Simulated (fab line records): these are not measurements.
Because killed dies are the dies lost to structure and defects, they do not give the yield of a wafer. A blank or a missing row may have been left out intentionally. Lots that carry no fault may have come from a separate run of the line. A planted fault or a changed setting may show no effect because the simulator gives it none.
Matching of chambers	flow nand_harc	4 sister chambers for NHARC_A_STAIRCASE_STRIP_476 on rie_diel-09
The step strips in O2, time 20 s. 4 wafers are shown with their chamber, then 8 later ones without.

== WAFERS, EACH WITH ITS CHAMBER ==
wafer	chamber	drypump_motor_current_A (A)
L085.1	0	6.0
L087.3	2	5.8
L087.5	3	5.1
L092.1	1	5.8

== WAFERS WHOSE CHAMBER IS MISSING ==
wafer	drypump_motor_current_A (A)
L092.3	5.9
L092.4	5.1
L095.1	5.9
L095.3	5.8
L095.4	5.1
L097.2	5.8
L097.4	5.8
L097.5	6.0

== WHICH CHAMBER EACH ONE RAN IN ==
wafer	from the rows above	in truth
L092.3	can't be placed: 0 or 1 or 2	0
L092.4	3	3
L095.1	can't be placed: 0 or 1 or 2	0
L095.3	can't be placed: 1 or 2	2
L095.4	3	3
L097.2	can't be placed: 1 or 2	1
L097.4	can't be placed: 1 or 2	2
L097.5	0	0
Placed correctly: 3 of 8. Not placeable from these rows: 5 (in 5, the candidates include the true chamber). 0 placed wrongly.
How it was worked out, from the rows above alone: a wafer's distance from a chamber is the root of the sum, over the readings, of the square of ((its reading less the chamber's mean) divided by the reading's scatter). The wafer belongs to the nearest chamber; if the next one is less than 2 further off, it can't be placed. For every chamber, the mean is computed from those of its wafers that are shown. The scatter: root of mean squared gap, hidden wafer to nearest shown wafer, with one shown wafer a chamber.
